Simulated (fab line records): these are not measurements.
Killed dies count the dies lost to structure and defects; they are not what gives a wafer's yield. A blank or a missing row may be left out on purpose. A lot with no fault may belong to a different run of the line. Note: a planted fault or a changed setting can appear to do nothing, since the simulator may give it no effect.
Chamber matching | flow n5-finfet | N5_BEOL_M11_DEP_56 on pecvd-04: 3 sister chambers
The step deposits SiCN from 3MS/NH3, target thk 30 nm, time 10.5 s. 6 wafers are shown with their chamber, then 8 later ones without.

WAFERS PAIRED WITH THEIR CHAMBERS
wafer  | chamber | throttle-valve-pct (%) | showerhead-plenum-p-Torr (Torr)
L081.3 | 1       | 18.6                   | 4.15
L081.6 | 0       | 19.2                   | 4.20
L083.1 | 0       | 19.1                   | 4.21
L083.4 | 2       | 17.6                   | 4.19
L083.5 | 2       | 17.4                   | 4.18
L085.1 | 1       | 18.7                   | 4.15

WAFERS WITHOUT THEIR CHAMBER
wafer  | throttle-valve-pct (%) | showerhead-plenum-p-Torr (Torr)
L085.4 | 19.2                   | 4.21
L085.5 | 18.6                   | 4.15
L089.1 | 17.7                   | 4.18
L089.3 | 18.3                   | 4.14
L089.4 | 18.4                   | 4.16
L090.4 | 18.0                   | 4.19
L090.5 | 18.6                   | 4.15
L090.6 | 18.9                   | 4.19

WHICH CHAMBER EACH ONE RAN IN
wafer  | from the rows above | in truth
L085.4 | 0                   | 0
L085.5 | 1                   | 1
L089.1 | 2                   | 2
L089.3 | 1                   | 1
L089.4 | 1                   | 1
L090.4 | 2                   | 2
L090.5 | 1                   | 1
L090.6 | 0                   | 0
8 of 8 placed correctly. From these rows, 0 cannot be placed. 0 placed wrongly.
How it was worked out, from the rows above alone: a wafer's distance from a chamber is the root of the sum, over the readings, of the square of ((its reading less the chamber's mean) divided by the reading's scatter). If the next closest chamber is less than 2 further off than the closest, the wafer can't be placed; otherwise it belongs to the closest. Each chamber's mean is taken over the wafers shown for it. The scatter: the root of (the sum of the squares of (reading less its chamber's mean) over the shown wafers, divided by (wafers less chambers)).
